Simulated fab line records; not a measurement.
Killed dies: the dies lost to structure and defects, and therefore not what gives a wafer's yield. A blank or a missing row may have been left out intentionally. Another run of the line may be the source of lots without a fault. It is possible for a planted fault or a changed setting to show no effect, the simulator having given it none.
Struck lot and sound lot, side by side    flow n5 finfet    15 out of 1938 route steps
Sound: wafers L414.2, L414.4. Struck: wafers L424.3, L424.6. (L424.4 of the same lot was not struck and is left out.) The cause comes at the end.
For every step that has rows: the tool of each side, followed by ch and its chambers, followed by its first start. Under that, the readings that differ: sound wafers    struck wafers    difference of the means    sigmas: that difference in standard deviations of wafers without a fault.
alike: a reading whose means differ by less than 2 such deviations, as well as words and numbers matching on both sides. not compared: withheld readings; readings where some wafer has no value; bounds like >300 that might hide an equal value; numbers whose values overlap and for which the record gives no deviation.
A row with sigmas, a row that says differs or no value, or rows on one side alone: a step with any of these is where the two part. Non-overlapping numbers with no deviation appear without sigmas and do not part them. A reading that every wafer of one side lacks parts them only if that side has two wafers or more.

N5_HKMG_FIN_INSPECT_61: inspects for defects (macro).
  sound: defect inspect-01 at day 4 21:40; struck: defect inspect-01 at day 7 09:53
  alike: raw defect count
N5_HKMG_FIN_DESCUM_53: chemistry O2, time 7.9 s.
  sound on rie diel-04 ch 0,2, day 4 21:42; struck on rie diel-06 ch 0, day 7 09:55
  alike: drypump motor current A, oes product au, rf vpp V, showerhead plenum p Torr, throttle valve pct
  not compared: rf hours counter h
then, 3 steps without rows for these wafers: N5_HKMG_FIN_ETCH_54 (etches SiARC in CF4, target depth 45.5 nm, time 75.8 s); N5_HKMG_FIN_ETCH_55 (etches SOC in N2/H2, target depth 240 nm, time 300 s); N5_HKMG_FIN_STRIP_56 (strips in N2/H2).
N5_HKMG_FIN_STRIP_57: strips in CF4.
  sound on rie diel-04 ch 0,2, day 4 21:59; struck on rie diel-06 ch 0,1, day 7 10:13
reading                 sound  struck  difference                     sigmas
rf hours counter h (h)  59 21  - -     no value on the struck wafers  
  alike: drypump motor current A, oes product au, rf vpp V, showerhead plenum p Torr, throttle valve pct
N5_HKMG_FIN_ETCH_58: etches SOC in N2/H2, target depth 215.8 nm, time 741 s.
  sound on rie diel-04 ch 0,2, day 4 22:00; struck on rie diel-06 ch 0,1, day 7 10:26
reading                 sound  struck  difference                     sigmas
rf hours counter h (h)  59 21  - -     no value on the struck wafers  
  alike: drypump motor current A, oes product au, rf vpp V, showerhead plenum p Torr, throttle valve pct
N5_HKMG_FIN_STRIP_93: strips SOC in N2/H2, time 20 s.
  sound on rie diel-04 ch 0,2, day 4 22:26; struck on rie diel-06 ch 0,1, day 7 10:53
reading                 sound  struck  difference                     sigmas
rf hours counter h (h)  59 21  - -     no value on the struck wafers  
  alike: drypump motor current A, oes product au, rf vpp V, showerhead plenum p Torr, throttle valve pct
then, 1 step without rows for these wafers: N5_HKMG_FIN_WET_ETCH_76 (etches Al2O3 in dNH4OH, stops on La2O3, target depth 2.25 nm, rinse time 30 s).
N5_HKMG_FIN_STRIP_60: strips in N2/H2, time 360 s.
  sound on plasma asher-01 ch 0,1, day 4 22:35; struck on plasma asher-02 ch 0,1, day 7 11:10
  alike: drypump motor current A, heater power w
  not compared: rf hours counter h
then, 2 steps without rows for these wafers: N5_HKMG_FIN_WET_ETCH_77 (etches La2O3 in dHCl, stops on HfO2, target depth 2 nm); N5_HKMG_FIN_WET_ETCH_78 (etches Al2O3 in dNH4OH, stops on La2O3, target depth 4.5 nm, rinse time 30 s).
N5_HKMG_FIN_ALD_79: deposits TiN, target thk 1.5 nm, pulse time 1 s, purge time 3 s.
  sound on ald metal-02 ch 0,3, day 4 23:04; struck on ald metal-03 ch 2,3, day 7 11:32
reading                       sound  struck         difference  sigmas
co reactant pulse time s (s)  2 2    1.7923 1.7923  -0.2077     
  alike: heater power w, precursor pulse height rel
  not compared: since wet clean h
then, 1 step without rows for these wafers: N5_HKMG_FIN_CVD_62 (deposits a-Si from Si2H6, target thk 3 nm, time 20.8 s).
-- here the record skips 8 days between the struck wafers' starts before and after, leaving off in module HKMG_FIN and picking up in module PASSIVATION (first step shown: number 1936 of the route) --
N5_PASSIVATION_PROBE_49:
  sound: prober-01 at day 13 17:23; struck: prober-01 at day 15 14:26
reading              sound  struck  difference  sigmas
killed at front end  49 55  20 21   -32         -3
killed open          84 88  60 60   -26         -2
  alike: killed_at_M0_to_M3, killed_at_M4_up, killed at contacts, killed at other, killed dies, killed short

== WHERE THEY PART ==
Last at N5_PASSIVATION_PROBE_49 as far as this record goes, first at N5_HKMG_FIN_STRIP_57.

WHY: what the simulator had put in
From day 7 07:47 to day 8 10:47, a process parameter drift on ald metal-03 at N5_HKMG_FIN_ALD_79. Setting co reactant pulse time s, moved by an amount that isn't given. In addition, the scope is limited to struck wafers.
